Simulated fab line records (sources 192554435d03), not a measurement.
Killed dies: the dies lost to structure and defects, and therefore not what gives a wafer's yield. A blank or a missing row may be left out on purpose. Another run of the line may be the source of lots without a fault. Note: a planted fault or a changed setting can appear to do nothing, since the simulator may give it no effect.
Matching of chambers + flow n5-finfet + pecvd-03 running N5_BEOL_M5_PECVD_70: 3 sister chambers
The step deposits SiO2 from TEOS/O2, target thk 16 nm, time 18 s. 3 wafers are shown with their chamber, then 7 later ones without.

## WAFERS PAIRED WITH THEIR CHAMBERS
| wafer  | chamber | throttle-valve-pct (%) |
|--------|---------|------------------------|
| L085.3 | 0       | 20.0                   |
| L094.1 | 2       | 18.9                   |
| L094.2 | 1       | 24.6                   |

## WAFERS MISSING THEIR CHAMBER
| wafer  | throttle-valve-pct (%) |
|--------|------------------------|
| L094.4 | 18.8                   |
| L095.1 | 24.4                   |
| L095.3 | 20.3                   |
| L095.4 | 24.4                   |
| L097.3 | 18.9                   |
| L097.5 | 19.1                   |
| L097.6 | 20.5                   |

## THE CHAMBER EACH PASSED THROUGH
| wafer  | from the rows above | in truth |
|--------|---------------------|----------|
| L094.4 | 2                   | 2        |
| L095.1 | 1                   | 1        |
| L095.3 | 0                   | 0        |
| L095.4 | 1                   | 1        |
| L097.3 | 2                   | 2        |
| L097.5 | 2                   | 2        |
| L097.6 | 0                   | 0        |
7 of 7 placed correctly. From these rows, 0 cannot be placed. Number placed wrongly: 0.
How it was worked out, from the rows above alone: a wafer's distance from a chamber is the root of the sum, over the readings, of the square of ((its reading less the chamber's mean) divided by the reading's scatter). The wafer belongs to the nearest chamber; if the next one is less than 2 further off, it can't be placed. Each chamber's mean is taken over the wafers shown for it. The scatter (one wafer shown for each chamber): square how far every hidden wafer sits from the nearest shown wafer, average those squares and take the square root.
